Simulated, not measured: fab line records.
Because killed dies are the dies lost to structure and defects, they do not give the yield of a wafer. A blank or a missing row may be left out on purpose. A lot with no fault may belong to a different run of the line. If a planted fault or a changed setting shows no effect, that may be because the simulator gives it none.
One fault seen from 2 desks :: flow n5_finfet :: numbers are kept per desk, each desk with only its own; the story behind them comes last

== THE DEFECT DESK ==
Counts from the inspections along the route, per lot, as means over the sampled wafers that have a number. If a lot's mean is further than 4 standard deviations from the usual mean, the lot is out of limits and carries the mark OUT (the distance appears in the brackets).
Columns: A = raw_defect_count at N5_BEOL_M5_INSPECT_30, usual 426
lot: L306
first seen here: day 8 12:34
A: 444

lot: L315
first seen here: day 11 02:25
A: 356

lot: L317
first seen here: day 11 08:13
A: 946 (+5.2) OUT

lot: L318
first seen here: day 11 12:33
A: 605
This desk's verdict: out of limits on L317, starting with L317 at day 11 08:13 (raw_defect_count at N5_BEOL_M5_INSPECT_30). In limits: L306, L315, L318.

== THE TOOL OWNER'S DESK: rie_diel-06 ==
The tool's own readings at N5_BEOL_M5_ETCH_62 (etches SOC in N2/H2, target depth 75 nm, overetch 15 nm, time 112.5 s): means of the sampled wafers that have a number, for each lot that ran on this tool. If a lot's mean is further than 4 standard deviations from the usual mean, the lot is out of limits and carries the mark OUT (the distance appears in the brackets).
Columns: A = bias_w at N5_BEOL_M5_ETCH_62, usual 150.0 W; B = chamber_pressure_mTorr at N5_BEOL_M5_ETCH_62, usual 30.003 mTorr; C = drypump_motor_current_A at N5_BEOL_M5_ETCH_62, usual 5.7 A; D = oes_product_au at N5_BEOL_M5_ETCH_62, usual 0.63 a.u.; E = rf_vpp_V at N5_BEOL_M5_ETCH_62, usual 524.3 V; F = showerhead_plenum_p_Torr at N5_BEOL_M5_ETCH_62, usual 2.55 Torr; G = throttle_valve_pct at N5_BEOL_M5_ETCH_62, usual 17.77 %
lot: L306
first seen here: day 8 11:35
A: 150.2
B: 30.007
C: 5.5
D: 0.58
E: 524.3
F: 2.54
G: 17.74

lot: L317
first seen here: day 11 07:20
A: 150.4
B: 30.022
C: 5.8
D: 0.70
E: 523.9
F: 2.51
G: 17.62

lot: L318
first seen here: day 11 09:58
A: 150.1
B: 29.996
C: 5.5
D: 0.64
E: 524.5
F: 2.56
G: 17.77
This desk's finding: nothing out of limits on any of the 3 lots.

== ALL TOGETHER ==
The defect desk could have raised an alarm at day 11 08:13, on L317.
The tool owner's desk saw nothing out of limits.
Tool owner's desk: L317 on record, inside its limits.
The lots listed all ran N5_BEOL_M5_ETCH_62 on rie_diel-06.

== WHAT WAS PUT IN BY THE SIMULATOR ==
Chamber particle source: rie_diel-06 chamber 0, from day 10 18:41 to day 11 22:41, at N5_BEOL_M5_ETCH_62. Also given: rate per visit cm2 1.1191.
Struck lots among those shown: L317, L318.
Hours from the fault's start to each desk's first reading out of limits: the defect desk, 14.
